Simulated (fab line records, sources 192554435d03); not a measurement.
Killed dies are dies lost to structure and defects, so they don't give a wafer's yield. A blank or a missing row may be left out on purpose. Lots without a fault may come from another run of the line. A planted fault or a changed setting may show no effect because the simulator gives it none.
A struck lot beside a sound one | flow n5_finfet | 41 steps out of a route of 1938
Sound: wafers L661.2, L661.3, L661.5. Struck: wafers L664.1, L664.3, L664.4. The cause comes at the end.
At each step with rows: each side's tool, then ch and its chambers, then its first start. Under that, the readings that differ: sound wafers | struck wafers | difference of the means | sigmas: that difference in standard deviations of wafers without a fault.
alike: readings whose means differ by less than 2 such deviations, and words and numbers that are the same on both sides. not compared: withheld readings, readings that some wafer has no value for, bounds like >300 that may hide the same value, and numbers for which the record gives no deviation and whose values overlap.
The two part at a step that has a row with sigmas, a row that says differs or no value, or rows on one side only. Numbers that don't overlap but have no deviation are shown without sigmas and don't part them. A reading that every wafer of one side lacks parts them only if that side has two wafers or more.

first, 11 steps without rows for these wafers: N5_BEOL_M0_SAQP_HM_OPEN_112 (chemistry CHF3/O2, target SiO2, stops on a-Si, target depth 12 nm, time 13.5 s); N5_BEOL_M0_SAQP_STRIP_113 (strips in CHF3/O2); N5_BEOL_M0_SAQP_MANDREL_ETCH_20 (etches a-Si in HBr/Cl2, stops on SiNx, target depth 60 nm, bt time 10 s, time 30 s); N5_BEOL_M0_SAQP_STRIP_86 (strips in N2/H2); N5_BEOL_M0_SAQP_STRIP_115 (strips in post etch residue remover, time 60 s); N5_BEOL_M0_SAQP_SRD_93 (time 30 s); N5_BEOL_M0_SAQP_RECESS_114 (chemistry HF/NH3, target SiO2, target depth 14.4 nm, afs cycles 3, sublimation time 60 s); N5_BEOL_M0_SAQP_SPACER1_ALD_98 (deposits SiO2, target thk 12.8 nm, pulse time 1 s, purge time 2 s); N5_BEOL_M0_SAQP_SPACER1_ETCHBACK_99 (etches SiO2 in CHF3/O2, target depth 15.4 nm, time 7.7 s); N5_BEOL_M0_SAQP_MANDREL1_REMOVE_100 (chemistry HBr/Cl2/O2, target a-Si, stops on SiNx, bt time 10 s); N5_BEOL_M0_SAQP_ETCH_101 (etches SiNx in CH3F/O2, target depth 29.9 nm, time 42.7 s).
N5_BEOL_M0_SAQP_ETCH_102: etches SiO2 in CF4, target depth 4 nm, time 4.4 s.
  sound on rie_si-04 ch 0,3, day 6 13:23; struck on rie_si-04 ch 1,2,3, day 7 10:14
  alike: drypump_motor_current_A, he_backside_leak_sccm, oes_product_au, throttle_valve_pct
  not compared: rf_hours_counter_h
then, 19 steps without rows for these wafers: N5_BEOL_M0_SAQP_MANDREL_ETCH_103 (etches a-Si in HBr/Cl2, stops on SiCN, target depth 45 nm, bt time 10 s, time 27 s); N5_BEOL_M0_SAQP_RECESS_104 (chemistry HF/NH3, target SiO2, target depth 18 nm, afs cycles 3, sublimation time 60 s); N5_BEOL_M0_SAQP_COAT_105 (time 60 s, resist thk 100 nm); N5_BEOL_M0_SAQP_ETCH_106 (etches SOC in N2/H2, stops on SiNx, target depth 150 nm); N5_BEOL_M0_SAQP_ETCH_107 (etches SiNx in CH3F/O2, target depth 30 nm); N5_BEOL_M0_SAQP_STRIP_108 (strips in N2/H2); N5_BEOL_M0_SAQP_RECESS_109 (chemistry HF/NH3, target SiO2, target depth 3 nm, afs cycles 1, sublimation time 60 s); N5_BEOL_M0_SAQP_SPACER2_ALD_26 (deposits SiO2, target thk 15 nm, pulse time 1 s, purge time 2 s); N5_BEOL_M0_SAQP_SPACER2_ETCHBACK_27 (etches SiO2 in CHF3/O2, target depth 22.5 nm, time 11.25 s); N5_BEOL_M0_SAQP_MANDREL2_REMOVE_110 (chemistry HBr/Cl2/O2, target a-Si, stops on SiCN, bt time 10 s); N5_BEOL_M0_SAQP_COAT_69 (time 60 s, resist thk 90 nm); N5_BEOL_M0_SAQP_COAT_72 (time 60 s, resist thk 15 nm); N5_BEOL_M0_SAQP_COAT_87 (time 60 s, resist thk 5 nm); N5_BEOL_M0_SAQP_COAT_34 (resist thk 30 nm); N5_BEOL_M0_SAQP_EBR_36; N5_BEOL_M0_SAQP_SOFTBAKE_35 (time 60 s); N5_BEOL_M0_SAQP_EXPOSE_37 (exposes mask M0 CUT1, target cd 30 nm); N5_BEOL_M0_SAQP_PEB_38 (peb time 60 s); N5_BEOL_M0_SAQP_DEVELOP_39 (develop time 30 s).
N5_BEOL_M0_SAQP_INSPECT_42: inspects for defects (brightfield).
  sound on defect_inspect-01, day 6 15:23; struck on defect_inspect-01, day 7 12:33
  reading          | sound       | struck         | difference | sigmas
  raw_defect_count | 350 354 279 | 1464 1439 1428 | +1116      | +16
then, 6 steps without rows for these wafers: N5_BEOL_M0_SAQP_DESCUM_45 (chemistry O2, time 7 s); N5_BEOL_M0_SAQP_ETCH_88 (etches underlayer in N2/H2, target depth 6.5 nm, time 5.2 s); N5_BEOL_M0_SAQP_ETCH_73 (etches SiARC in CF4, target depth 19.5 nm, time 32.5 s); N5_BEOL_M0_SAQP_CUT_ETCH_46 (etches SOC in N2/H2, target depth 135 nm, overetch 27 nm, time 202.5 s); N5_BEOL_M0_SAQP_STRIP_74 (strips in N2/H2); N5_BEOL_M0_SAQP_STRIP_89 (strips in N2/H2).
N5_BEOL_M0_CUTY_INSPECT_59: inspects for defects (macro).
  sound on defect_inspect-01, day 6 16:52; struck on defect_inspect-02, day 7 13:56
  reading          | sound | struck         | difference | sigmas
  raw_defect_count | 1 0 3 | >300 >300 >300 | differs    |
-- the record jumps here: 2 days lie between the struck wafers' starts before and after (it left off in module BEOL_M0_CUTY and takes up again in module BEOL_M4, whose first step shown is number 1111 of the route) --
N5_BEOL_M4_RC_MEAS_101:
  sound on prober-02 ch 0, day 9 15:13; struck on prober-02 ch 0, day 10 00:52
  reading        | sound                | struck               | difference | sigmas
  IOFF_P (nA/um) | 0.20 0.23 0.22       | 0.31 0.31 0.28       | +0.08      | +2
  VT_N (mV)      | 250 249 251          | 242 241 246          | -7         | -2
  VT_P (mV)      | -248.2 -246.7 -246.8 | -241.3 -240.8 -241.1 | +6.2       | +2
  alike: DIBL_N, DIBL_P, IOFF_N, ION_N, ION_P, SS_N, SS_P
-- the record jumps here: 4 days lie between the struck wafers' starts before and after (it left off in module BEOL_M4 and takes up again in module PASSIVATION, whose first step shown is number 1936 of the route) --
N5_PASSIVATION_PROBE_49:
  the record has rows for the struck wafers here (prober-01, day 14 10:29) and none for the sound ones

WHERE THEY PART
First at N5_BEOL_M0_SAQP_INSPECT_42; last, within this record, at N5_PASSIVATION_PROBE_49.

WHY: what the simulator had put in
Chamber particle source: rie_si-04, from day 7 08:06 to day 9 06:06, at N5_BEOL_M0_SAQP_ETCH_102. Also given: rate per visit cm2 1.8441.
